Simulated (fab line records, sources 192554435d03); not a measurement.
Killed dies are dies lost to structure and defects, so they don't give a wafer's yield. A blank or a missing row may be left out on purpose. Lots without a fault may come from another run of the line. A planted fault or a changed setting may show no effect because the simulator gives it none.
Chamber matching | flow n5_finfet | N5_BEOL_M1_STRIP_19 on rie_diel-05: 4 sister chambers
The step strips in O2. 4 wafers are shown with their chamber, then 10 later ones without.

WAFERS WITH THEIR CHAMBER
wafer  | chamber | showerhead_plenum_p_Torr (Torr)
L078.5 | 0       | 2.07
L084.6 | 2       | 2.08
L088.1 | 1       | 2.14
L088.2 | 3       | 2.23

WAFERS WITHOUT THEIR CHAMBER
wafer  | showerhead_plenum_p_Torr (Torr)
L088.3 | 2.08
L091.1 | 2.22
L091.4 | 2.06
L091.5 | 2.08
L092.2 | 2.08
L092.4 | 2.06
L092.6 | 2.08
L096.1 | 2.08
L096.3 | 2.22
L096.5 | 2.22

WHICH CHAMBER EACH WENT THROUGH
wafer  | from the rows above     | in truth
L088.3 | can't be placed: 2 or 0 | 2
L091.1 | 3                       | 3
L091.4 | can't be placed: 0 or 2 | 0
L091.5 | can't be placed: 2 or 0 | 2
L092.2 | can't be placed: 2 or 0 | 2
L092.4 | can't be placed: 0 or 2 | 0
L092.6 | can't be placed: 2 or 0 | 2
L096.1 | can't be placed: 2 or 0 | 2
L096.3 | 3                       | 3
L096.5 | 3                       | 3
Placed correctly: 3 of 10. Can't be placed from these rows: 7 (the true chamber is among the candidates in 7). Placed wrongly: 0.
How it was worked out, from the rows above alone: a wafer's distance from a chamber is the root of the sum, over the readings, of the square of ((its reading less the chamber's mean) divided by the reading's scatter). The wafer belongs to the nearest chamber; if the next one is less than 2 further off, it can't be placed. A chamber's mean is the mean of its shown wafers. The scatter: with one shown wafer a chamber, the root of the mean of the squares of how far each hidden wafer lies from its nearest shown one.
